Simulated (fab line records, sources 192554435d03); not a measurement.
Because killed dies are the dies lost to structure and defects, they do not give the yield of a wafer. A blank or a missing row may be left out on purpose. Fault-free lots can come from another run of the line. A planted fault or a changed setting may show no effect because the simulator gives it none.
fab line records	flow n5_finfet
record: lots: 24	wafers: 72	last_day: 18
route steps=1938 shown MOL_CONTACT_COAG@550 BEOL_M0_SAQP@632
lots that met no fault: taken from a fault-free run of the same line
start_h: the number of hours between the record's first day and the start of the first shown wafer of the lot	wait_h: time in hours since the lot's previous step	" unchanged from the row above	L1.1+2: one row covering several wafers at once	- either no value or no given start	* or withheld: withheld	< > ~ a bound
route shown NAME@n: names a module that has steps shown in the file, with the first one's number in the route	usual: mean/standard deviation of fault-free wafers	same: alike in all rows	chamber/n: place in a boat	sites: per-site readings	_std_site: their standard deviation	_edge_site: mean of outer sites minus mean of inner sites	radius_mm: for every site, how far away it sits from the centre of the wafer	mask NAME#n: copy n	behind: tool/chamber where the wafer was last shaped	hold: cause of the lot's hold/its duration in hours/its outcome	device: the transistor (n, p or np) that didn't switch	end of line: at the end of the route, the tests of the same wafers	a step without rows: its recipe alone	killed: not the wafer's yield, but the dies lost to structure and defects at the first sort	map: a wafer's dies, marking killed ones x, the rest . and places with no die _
set.NAME: the setting the step ran with; set.NAME@STEP: the setting that earlier step ran with	model.NAME: the simulator's own value behind a step, which no gauge read
route steps across a sampled set of lots; one table per step, one row per wafer
services: from which hour (start_h, from the record's first day; less than 0 if before it) a tool's chamber was out of use, for how many hours, and why
== steps ==
step: N5_MOL_CONTACT_COAG_PRE_CLEAN_142
recipe: gas: H2/He	time_s: 60	temp_c: 300
usual: heater_power_w: 466/59
lot.wafer	tool	chamber	start_h	wait_h	heater_power_w
L074.2	pvd_sputter-03	-	93.40	2.9	507
L074.3	"	-	"	"	459
L074.4	"	-	"	"	386
L075.1	pvd_sputter-03	-	98.18	1.5	551
L075.3	"	-	"	"	460
L075.5	"	-	"	"	383
L076.1	pvd_sputter-02	-	109.58	2.2	443
L076.2	"	-	"	"	392
L076.5	"	-	"	"	552
L077.1	pvd_sputter-02	-	112.96	2.0	450
L077.2	"	-	"	"	540
L077.3	"	-	"	"	453
L078.3	pvd_sputter-01	-	120.76	0.5	446
L078.5	"	-	"	"	439
L078.6	"	-	"	"	439
L080.2	pvd_sputter-03	-	134.96	1.6	507
L080.4	"	-	"	"	387
L080.5	"	-	"	"	552
L079.1	pvd_sputter-01	-	135.45	1.9	452
L079.4	"	-	"	"	550
L079.6	"	-	"	"	535
L081.1	pvd_sputter-02	-	138.25	0.9	429
L081.2	"	-	"	"	543
L081.3	"	-	"	"	466
L082.1	pvd_sputter-02	-	144.07	2.0	399
L082.3	"	-	"	"	447
L082.6	"	-	"	"	437
L083.2	pvd_sputter-03	-	148.06	2.1	379
L083.5	"	-	"	"	549
L083.6	"	-	"	"	464
L084.3	pvd_sputter-01	-	157.54	2.4	445
L084.5	"	-	"	"	440
L084.6	"	-	"	"	403
L085.1	pvd_sputter-02	-	160.88	0.8	547
L085.2	"	-	"	"	438
L085.5	"	-	"	"	452
L086.1	pvd_sputter-03	-	168.58	1.8	554
L086.3	"	-	"	"	382
L086.4	"	-	"	"	516
L087.2	pvd_sputter-03	-	171.58	0.7	552
L087.3	"	-	"	"	469
L087.4	"	-	"	"	509
L088.2	pvd_sputter-03	-	179.12	1.8	387
L088.5	"	-	"	"	386
L088.6	"	-	"	"	526
L089.2	pvd_sputter-01	-	186.22	3.3	403
L089.3	"	-	"	"	555
L089.6	"	-	"	"	542
L090.1	pvd_sputter-01	-	190.64	2.7	441
L090.2	"	-	"	"	391
L090.3	"	-	"	"	546
L091.2	pvd_sputter-03	-	194.70	1.5	375
L091.4	"	-	"	"	456
L091.5	"	-	"	"	501
L092.1	pvd_sputter-02	-	203.36	2.6	390
L092.4	"	-	"	"	450
L092.6	"	-	"	"	552
L093.1	pvd_sputter-03	-	210.19	1.5	523
L093.3	"	-	"	"	464
L093.5	"	-	"	"	369
L094.1	pvd_sputter-03	-	215.82	3.6	510
L094.2	"	-	"	"	393
L094.5	"	-	"	"	557
L095.2	pvd_sputter-01	-	219.15	1.1	447
L095.3	"	-	"	"	451
L095.5	"	-	"	"	412
L096.2	pvd_sputter-01	-	228.00	2.5	391
L096.4	"	-	"	"	443
L096.6	"	-	"	"	449
L097.2	pvd_sputter-01	-	235.65	2.7	449
L097.3	"	-	"	"	442
L097.6	"	-	"	"	435
step: N5_MOL_CONTACT_COAG_CMP_23
recipe: stop_on: SiO2	t_overpolish_s: 1.5	post_cmp_clean: cu_alkaline	down_force_psi: 2	platen_rpm: 50.289	pad_velocity_m_s: 1.0006	target_thk_nm: 0
usual: motor_current_A: 8.0/0.83	overpolish_run_s: 1.500/0.0087	time_to_endpoint_s: 8.7/2.7
lot.wafer	tool	chamber	start_h	wait_h	motor_current_A	overpolish_run_s	time_to_endpoint_s
L074.3	cmp-01	3	93.64	0.0	9.3	1.507	12.5
L074.2	"	0	"	"	6.7	1.502	7.3
L074.4	"	1	"	"	8.6	1.508	9.0
L075.1	cmp-02	2	98.42	0.0	8.0	1.509	7.3
L075.3	"	0	"	"	7.2	1.478	8.5
L075.5	"	2	"	"	8.1	1.485	6.2
L076.1	cmp-01	3	109.89	0.1	8.7	1.500	16.5
L076.2	"	0	"	"	6.5	1.497	12.6
L076.5	"	1	"	"	8.6	1.489	11.3
L077.1	cmp-01	2	113.26	0.1	7.0	1.514	7.9
L077.2	"	3	"	"	8.9	1.484	11.4
L077.3	"	0	"	"	6.7	1.515	8.7
L078.3	cmp-01	0	121.07	0.1	6.7	1.505	11.1
L078.6	"	2	"	"	7.3	1.502	10.4
L078.5	"	3	"	"	8.5	1.499	12.6
L080.2	cmp-03	3	135.42	0.2	8.7	1.492	4.7
L080.4	"	0	"	"	9.1	1.497	6.2
L080.5	"	1	"	"	7.8	1.497	7.8
L079.1	cmp-03	0	135.69	0.0	9.3	1.490	6.3
L079.4	"	3	"	"	8.7	1.492	7.9
L079.6	"	1	"	"	7.6	1.505	9.8
L081.2	cmp-01	1	138.53	0.1	8.9	1.502	11.2
L081.3	"	2	"	"	7.3	1.519	12.6
L081.1	"	3	"	"	8.7	1.495	15.9
L082.1	cmp-02	0	144.34	0.1	7.1	1.508	8.9
L082.3	"	1	"	"	8.2	1.498	4.9
L082.6	"	3	"	"	8.0	1.491	4.2
L083.2	cmp-01	0	148.34	0.1	6.7	1.499	7.9
L083.6	"	3	"	"	8.5	1.496	14.6
L083.5	"	0	"	"	7.0	1.504	11.1
L084.3	cmp-01	3	157.88	0.1	9.2	1.511	12.1
L084.5	"	1	"	"	9.2	1.506	8.6
L084.6	"	2	"	"	7.0	1.505	11.0
L085.1	cmp-02	3	161.17	0.1	7.6	1.496	8.3
L085.2	"	0	"	"	7.4	1.508	5.4
L085.5	"	2	"	"	8.0	1.492	7.2
L086.4	cmp-03	2	168.82	0.0	9.4	1.505	12.0
L086.1	"	3	"	"	9.3	1.493	7.7
L086.3	"	0	"	"	9.2	1.508	8.8
L087.4	cmp-03	3	171.82	0.0	8.9	1.518	6.4
L087.2	"	0	"	"	8.4	1.487	9.2
L087.3	"	2	"	"	9.4	1.495	9.3
L088.2	cmp-02	3	179.41	0.1	8.1	1.501	8.6
L088.6	"	2	"	"	7.9	1.489	10.7
L088.5	"	3	"	"	8.0	1.509	10.1
L089.3	cmp-02	2	186.46	0.0	8.0	1.494	5.7
L089.2	"	1	"	"	8.2	1.495	7.1
L089.6	"	3	"	"	8.2	1.504	6.8
L090.2	cmp-01	1	190.88	0.0	9.3	1.495	10.5
L090.3	"	3	"	"	8.7	1.510	11.6
L090.1	"	0	"	"	7.1	1.490	6.1
L091.2	cmp-03	0	194.98	0.1	8.7	1.504	9.2
L091.4	"	1	"	"	8.1	1.502	8.4
L091.5	"	0	"	"	8.8	1.486	6.7
L092.4	cmp-01	0	203.64	0.1	6.7	1.506	4.8
L092.1	"	2	"	"	7.2	1.502	4.4
L092.6	"	0	"	"	6.7	1.508	3.7
L093.3	cmp-02	0	210.45	0.0	7.2	1.497	7.4
L093.1	"	3	"	"	8.0	1.495	6.0
L093.5	"	0	"	"	7.1	1.503	6.8
L094.1	cmp-01	3	216.06	0.0	9.2	1.506	9.2
L094.2	"	1	"	"	9.1	1.514	7.4
L094.5	"	3	"	"	9.0	1.504	8.0
L095.2	cmp-01	3	219.39	0.0	8.5	1.496	10.0
L095.3	"	2	"	"	6.9	1.505	7.6
L095.5	"	3	"	"	8.6	1.490	10.1
L096.2	cmp-01	2	228.36	0.1	7.0	1.509	9.1
L096.4	"	0	"	"	6.5	1.501	8.0
L096.6	"	2	"	"	7.4	1.488	9.3
L097.3	cmp-02	0	235.99	0.1	7.1	1.506	4.0
L097.2	"	1	"	"	8.1	1.499	4.6
L097.6	"	2	"	"	8.0	1.506	2.6
step: N5_MOL_CONTACT_COAG_OVL_MEAS_85
recipe: points_per_wafer: 522
usual: VG_OVL: 0.2/0.55
lot.wafer	tool	chamber	start_h	wait_h	VG_OVL[nm]
L074.2	overlay-02	0	99.25	0.0	0.2
L074.3	"	0	"	"	0.0
L074.4	"	0	"	"	0.6
L075.1	overlay-02	0	102.85	0.0	-0.2
L075.3	"	0	"	"	0.1
L075.5	"	0	"	"	0.9
L076.1	overlay-02	0	113.45	0.0	-0.2
L076.2	"	0	"	"	0.1
L076.5	"	0	"	"	-0.6
L077.1	overlay-02	0	117.67	0.0	-0.2
L077.2	"	0	"	"	-0.5
L077.3	"	0	"	"	-0.3
L078.3	overlay-01	0	124.60	0.0	0.5
L078.5	"	0	"	"	-0.1
L078.6	"	0	"	"	0.1
L080.2	overlay-02	0	139.10	0.0	0.5
L080.4	"	0	"	"	0.6
L080.5	"	0	"	"	0.3
L079.1	overlay-01	0	139.32	0.0	1.9
L079.4	"	0	"	"	0.5
L079.6	"	0	"	"	0.8
L081.1	overlay-01	0	142.38	0.0	-0.2
L081.2	"	0	"	"	-0.2
L081.3	"	0	"	"	-0.2
L082.1	overlay-02	0	147.90	0.0	0.1
L082.3	"	0	"	"	-0.4
L082.6	"	0	"	"	1.3
L083.2	overlay-01	0	152.01	0.0	0.8
L083.5	"	0	"	"	0.7
L083.6	"	0	"	"	0.7
L084.3	overlay-01	0	162.01	0.0	0.0
L084.5	"	0	"	"	0.1
L084.6	"	0	"	"	-0.2
L085.1	overlay-02	0	164.76	0.0	0.1
L085.2	"	0	"	"	-0.6
L085.5	"	0	"	"	-0.2
L086.1	overlay-02	0	172.81	0.0	1.1
L086.3	"	0	"	"	0.9
L086.4	"	0	"	"	0.9
L087.2	overlay-01	0	175.45	0.0	0.2
L087.3	"	0	"	"	0.4
L087.4	"	0	"	"	-0.1
L088.2	overlay-01	0	183.09	0.0	0.8
L088.5	"	0	"	"	0.6
L088.6	"	0	"	"	0.1
L089.2	overlay-01	0	190.61	0.0	0.2
L089.3	"	0	"	"	1.0
L089.6	"	0	"	"	1.1
L090.1	overlay-02	0	194.87	0.0	-0.1
L090.2	"	0	"	"	0.8
L090.3	"	0	"	"	-0.9
L091.2	overlay-01	0	198.95	0.0	0.2
L091.4	"	0	"	"	1.0
L091.5	"	0	"	"	1.1
L092.1	overlay-02	0	207.34	0.0	0.3
L092.4	"	0	"	"	-0.6
L092.6	"	0	"	"	-0.4
L093.1	overlay-02	0	214.06	0.0	-0.9
L093.3	"	0	"	"	0.2
L093.5	"	0	"	"	-0.5
L094.1	overlay-01	0	219.79	0.0	0.4
L094.2	"	0	"	"	0.4
L094.5	"	0	"	"	0.0
L095.2	overlay-01	0	222.98	0.0	-0.3
L095.3	"	0	"	"	0.1
L095.5	"	0	"	"	0.2
L096.2	overlay-01	0	232.09	0.0	0.4
L096.4	"	0	"	"	1.6
L096.6	"	0	"	"	1.0
L097.2	overlay-01	0	239.76	0.0	0.6
L097.3	"	0	"	"	0.4
L097.6	"	0	"	"	-0.6
step: N5_MOL_CONTACT_COAG_INSPECT_57
recipe: mode: adi	inspect_instrument: brightfield
usual: raw_defect_count: 211/51
lot.wafer	tool	chamber	start_h	wait_h	raw_defect_count
L074.2	defect_inspect-01	-	99.30	0.0	200
L074.3	"	-	"	"	212
L074.4	"	-	"	"	189
L075.1	defect_inspect-01	-	102.91	0.1	113
L075.3	"	-	"	"	133
L075.5	"	-	"	"	131
L076.1	defect_inspect-01	-	113.51	0.1	216
L076.2	"	-	"	"	195
L076.5	"	-	"	"	188
L077.1	defect_inspect-01	-	117.73	0.1	159
L077.2	"	-	"	"	167
L077.3	"	-	"	"	172
L078.3	defect_inspect-01	-	124.65	0.0	244
L078.5	"	-	"	"	219
L078.6	"	-	"	"	164
L080.2	defect_inspect-02	-	139.16	0.0	241
L080.4	"	-	"	"	169
L080.5	"	-	"	"	208
L079.1	defect_inspect-02	-	139.38	0.1	166
L079.4	"	-	"	"	134
L079.6	"	-	"	"	179
L081.1	defect_inspect-01	-	142.43	0.1	189
L081.2	"	-	"	"	250
L081.3	"	-	"	"	244
L082.1	defect_inspect-02	-	147.96	0.1	154
L082.3	"	-	"	"	274
L082.6	"	-	"	"	217
L083.2	defect_inspect-01	-	152.07	0.0	242
L083.5	"	-	"	"	181
L083.6	"	-	"	"	262
L084.3	defect_inspect-01	-	162.06	0.0	159
L084.5	"	-	"	"	243
L084.6	"	-	"	"	253
L085.1	defect_inspect-02	-	164.82	0.1	225
L085.2	"	-	"	"	199
L085.5	"	-	"	"	246
L086.1	defect_inspect-01	-	172.87	0.1	272
L086.3	"	-	"	"	249
L086.4	"	-	"	"	214
L087.2	defect_inspect-01	-	175.51	0.0	241
L087.3	"	-	"	"	128
L087.4	"	-	"	"	163
L088.2	defect_inspect-01	-	183.14	0.0	175
L088.5	"	-	"	"	192
L088.6	"	-	"	"	212
L089.2	defect_inspect-02	-	190.66	0.0	271
L089.3	"	-	"	"	224
L089.6	"	-	"	"	246
L090.1	defect_inspect-02	-	194.93	0.1	256
L090.2	"	-	"	"	294
L090.3	"	-	"	"	309
L091.2	defect_inspect-01	-	199.00	0.0	158
L091.4	"	-	"	"	172
L091.5	"	-	"	"	156
L092.1	defect_inspect-02	-	207.40	0.1	213
L092.4	"	-	"	"	100
L092.6	"	-	"	"	180
L093.1	defect_inspect-01	-	214.12	0.1	246
L093.3	"	-	"	"	262
L093.5	"	-	"	"	273
L094.1	defect_inspect-02	-	219.84	0.1	168
L094.2	"	-	"	"	254
L094.5	"	-	"	"	247
L095.2	defect_inspect-02	-	223.04	0.0	248
L095.3	"	-	"	"	221
L095.5	"	-	"	"	147
L096.2	defect_inspect-02	-	232.15	0.0	211
L096.4	"	-	"	"	147
L096.6	"	-	"	"	167
L097.2	defect_inspect-02	-	239.82	0.0	314
L097.3	"	-	"	"	410
L097.6	"	-	"	"	201
step: N5_MOL_CONTACT_COAG_CVD_140
recipe: material: W	target_thk_a: 665	mode: selective_fill	temp_c: 300	time_s: 215
usual: heater_power_w: 499/64
lot.wafer	tool	chamber	start_h	wait_h	heater_power_w
L074.2	cvd_w-02	0	102.45	0.1	380
L074.3	"	0	"	"	385
L074.4	"	1	"	"	433
L075.1	cvd_w-01	0	105.97	0.1	517
L075.3	"	0	"	"	497
L075.5	"	0	"	"	506
L076.1	cvd_w-01	1	116.48	0.1	560
L076.2	"	0	"	"	513
L076.5	"	1	"	"	550
L077.1	cvd_w-02	0	120.08	0.1	384
L077.2	"	1	"	"	419
L077.3	"	0	"	"	376
L078.3	cvd_w-02	0	126.96	0.1	390
L078.5	"	0	"	"	373
L078.6	"	1	"	"	427
L080.2	cvd_w-01	1	141.84	0.1	555
L080.4	"	1	"	"	553
L080.5	"	1	"	"	559
L079.1	cvd_w-02	1	142.01	0.1	423
L079.4	"	0	"	"	383
L079.6	"	1	"	"	435
L081.1	cvd_w-01	1	145.01	0.1	567
L081.2	"	0	"	"	502
L081.3	"	1	"	"	556
L082.1	cvd_w-01	1	151.70	0.1	574
L082.3	"	1	"	"	570
L082.6	"	1	"	"	556
L083.2	cvd_w-01	1	155.42	0.2	556
L083.5	"	1	"	"	562
L083.6	"	1	"	"	559
L084.3	cvd_w-02	0	164.75	0.1	383
L084.5	"	0	"	"	388
L084.6	"	1	"	"	429
L085.1	cvd_w-01	1	167.51	0.1	568
L085.2	"	0	"	"	505
L085.5	"	1	"	"	558
L086.1	cvd_w-01	0	175.47	0.1	499
L086.3	"	0	"	"	508
L086.4	"	1	"	"	565
L087.2	cvd_w-01	1	177.93	0.1	572
L087.3	"	1	"	"	572
L087.4	"	0	"	"	499
L088.2	cvd_w-01	0	185.62	0.1	504
L088.5	"	0	"	"	514
L088.6	"	1	"	"	566
L089.2	cvd_w-01	1	193.82	0.1	559
L089.3	"	0	"	"	511
L089.6	"	0	"	"	517
L090.1	cvd_w-01	1	197.26	0.1	573
L090.2	"	0	"	"	510
L090.3	"	0	"	"	497
L091.2	cvd_w-01	0	201.26	0.1	500
L091.4	"	1	"	"	547
L091.5	"	1	"	"	565
L092.1	cvd_w-01	0	209.96	0.1	506
L092.4	"	0	"	"	508
L092.6	"	1	"	"	542
L093.1	cvd_w-01	1	216.43	0.1	560
L093.3	"	0	"	"	508
L093.5	"	0	"	"	507
L094.1	cvd_w-01	1	222.51	0.1	555
L094.2	"	0	"	"	488
L094.5	"	1	"	"	569
L095.2	cvd_w-02	1	226.04	0.1	428
L095.3	"	1	"	"	435
L095.5	"	1	"	"	435
L096.2	cvd_w-01	1	234.73	0.1	568
L096.4	"	1	"	"	577
L096.6	"	0	"	"	500
L097.2	cvd_w-02	1	242.30	0.1	436
L097.3	"	0	"	"	394
L097.6	"	0	"	"	386
step: N5_BEOL_M0_SAQP_PECVD_00
recipe: material: SiCN	target_thk_a: 80	temp_c: withheld	precursor: 3MS/NH3	pressure_torr: 3	rf_w: 202	time_s: 14
usual: showerhead_plenum_p_Torr: 3.663/0.011	throttle_valve_pct: 9.1/0.46
lot.wafer	tool	chamber	start_h	wait_h	showerhead_plenum_p_Torr	throttle_valve_pct
L074.2	pecvd-03	2	106.48	0.2	3.666	8.2
L074.3	"	1	"	"	3.684	9.3
L074.4	"	2	"	"	3.675	8.5
L075.1	pecvd-03	2	110.21	0.2	3.666	8.6
L075.3	"	1	"	"	3.687	9.6
L075.5	"	0	"	"	3.662	9.2
L076.1	pecvd-01	2	120.48	0.2	3.654	8.9
L076.2	"	0	"	"	3.660	9.8
L076.5	"	2	"	"	3.649	9.1
L077.1	pecvd-03	1	124.08	0.2	3.689	9.7
L077.2	"	0	"	"	3.661	9.5
L077.3	"	2	"	"	3.666	8.2
L078.3	pecvd-01	2	130.89	0.1	3.652	8.7
L078.5	"	1	"	"	3.657	9.1
L078.6	"	2	"	"	3.656	8.8
L080.2	pecvd-04	2	145.83	0.2	3.659	8.6
L080.4	"	1	"	"	3.665	8.8
L080.5	"	0	"	"	3.643	9.5
L079.1	pecvd-01	0	148.83	0.2	3.662	9.8
L079.4	"	2	"	"	3.650	9.0
L079.6	"	1	"	"	3.657	9.3
L081.1	pecvd-03	1	151.83	0.2	3.683	9.6
L081.2	"	2	"	"	3.671	8.5
L081.3	"	0	"	"	3.653	9.1
L082.1	pecvd-04	0	155.96	0.2	3.641	9.0
L082.3	"	2	"	"	3.671	8.8
L082.6	"	2	"	"	3.651	8.6
L083.2	pecvd-01	0	159.58	0.2	3.662	9.8
L083.5	"	0	"	"	3.663	9.9
L083.6	"	1	"	"	3.659	9.1
L084.3	pecvd-04	1	168.69	0.1	3.670	9.1
L084.5	"	1	"	"	3.673	9.1
L084.6	"	2	"	"	3.660	8.4
L085.1	pecvd-03	0	171.67	0.2	3.659	9.3
L085.2	"	1	"	"	3.690	9.6
L085.5	"	2	"	"	3.665	8.4
L086.1	pecvd-04	1	179.48	0.2	3.682	9.2
L086.3	"	2	"	"	3.666	8.7
L086.4	"	2	"	"	3.669	8.8
L087.2	pecvd-01	2	182.48	0.2	3.664	8.8
L087.3	"	0	"	"	3.658	9.8
L087.4	"	2	"	"	3.655	9.1
L088.2	pecvd-01	0	189.63	0.2	3.657	9.8
L088.5	"	0	"	"	3.660	9.9
L088.6	"	2	"	"	3.658	9.1
L089.2	pecvd-04	2	197.81	0.2	3.653	8.6
L089.3	"	1	"	"	3.676	9.1
L089.6	"	2	"	"	3.665	8.7
L090.1	pecvd-04	0	201.26	0.2	3.662	9.1
L090.2	"	1	"	"	3.675	8.9
L090.3	"	2	"	"	3.662	8.4
L091.2	pecvd-03	0	205.27	0.2	3.654	9.1
L091.4	"	0	"	"	3.658	9.1
L091.5	"	2	"	"	3.671	8.5
L092.1	pecvd-03	1	213.95	0.2	3.680	9.5
L092.4	"	1	"	"	3.680	9.6
L092.6	"	2	"	"	3.660	8.5
L093.1	pecvd-03	0	233.15	0.2	3.650	9.7
L093.3	"	2	"	"	3.680	8.3
L093.5	"	1	"	"	3.687	9.4
L094.1	pecvd-04	1	233.18	0.2	3.676	9.0
L094.2	"	2	"	"	3.655	8.0
L094.5	"	2	"	"	3.649	8.1
L095.2	pecvd-01	0	233.46	0.2	3.659	9.9
L095.3	"	2	"	"	3.656	8.9
L095.5	"	2	"	"	3.652	9.2
L096.2	pecvd-04	0	238.93	0.2	3.649	9.1
L096.4	"	0	"	"	3.650	9.2
L096.6	"	2	"	"	3.665	7.8
L097.2	pecvd-01	2	246.31	0.2	3.656	9.1
L097.3	"	1	"	"	3.652	8.9
L097.6	"	1	"	"	3.673	9.1
== services ==
tool	chamber	start_h	hours	kind
cmp-03	-	71.24	4.3	repair
cvd_w-01	0	95.28	1.3	repair
cmp-03	-	96.44	0.5	repair
cmp-02	-	102.12	2.7	repair
cvd_w-01	1	105.29	8.7	repair
cvd_w-02	-	111.07	6.9	pm
pecvd-01	-	114.27	1.3	repair
cmp-02	-	119.96	2.1	repair
cmp-02	-	135.25	4.0	pm
cvd_w-01	0	149.44	6.0	repair
pvd_sputter-03	-	149.66	0.9	repair
cvd_w-02	0	154.36	4.9	repair
cmp-01	-	164.50	4.3	pm
cmp-01	-	173.86	3.3	repair
cvd_w-02	-	175.31	28.1	pm
pecvd-03	1	181.93	7.5	repair
cmp-02	-	199.17	2.7	repair
cmp-03	-	222.36	9.7	pm
cmp-01	-	224.07	4.0	pm
pecvd-04	-	229.27	2.6	repair
cmp-03	-	234.65	6.3	repair
cvd_w-01	-	241.74	1.6	repair
cmp-03	-	242.27	2.7	repair
cmp-02	-	243.57	6.4	pm
== key ==
fault none
